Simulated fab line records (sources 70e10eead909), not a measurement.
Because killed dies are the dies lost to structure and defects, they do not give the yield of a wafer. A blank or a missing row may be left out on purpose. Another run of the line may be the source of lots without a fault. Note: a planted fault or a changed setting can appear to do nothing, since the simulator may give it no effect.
Matching of chambers | flow nand_harc | NHARC_P_M2_PRE_CLEAN_32 on pecvd-01 has 3 sister chambers
The step time 12 s. 3 wafers are shown with their chamber, then 8 later ones without.

== WAFERS, EACH WITH ITS CHAMBER ==
wafer  | chamber | heater_power_w (W)
L084.3 | 2       | 585
L084.6 | 0       | 740
L084.2 | 1       | 700

== WAFERS MISSING THEIR CHAMBER ==
wafer  | heater_power_w (W)
L084.4 | 606
L084.5 | 709
L089.3 | 625
L089.5 | 522
L089.6 | 692
L097.1 | 622
L097.2 | 718
L097.5 | 609

== CHAMBER TAKEN BY EACH ==
wafer  | from the rows above     | in truth
L084.4 | 2                       | 2
L084.5 | can't be placed: 1 or 0 | 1
L089.3 | can't be placed: 2 or 1 | 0
L089.5 | 2                       | 2
L089.6 | can't be placed: 1 or 0 | 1
L097.1 | can't be placed: 2 or 1 | 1
L097.2 | can't be placed: 1 or 0 | 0
L097.5 | 2                       | 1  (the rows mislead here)
Correctly placed: 2 of 8. Not placeable from these rows: 5 (in 4, the candidates include the true chamber). 1 placed wrongly.
How it was worked out, from the rows above alone: a wafer's distance from a chamber is the root of the sum, over the readings, of the square of ((its reading less the chamber's mean) divided by the reading's scatter). If the next closest chamber is less than 2 further off than the closest, the wafer can't be placed; otherwise it belongs to the closest. Each chamber's mean is taken over the wafers shown for it. The scatter (one wafer shown for each chamber): square how far every hidden wafer sits from the nearest shown wafer, average those squares and take the square root.
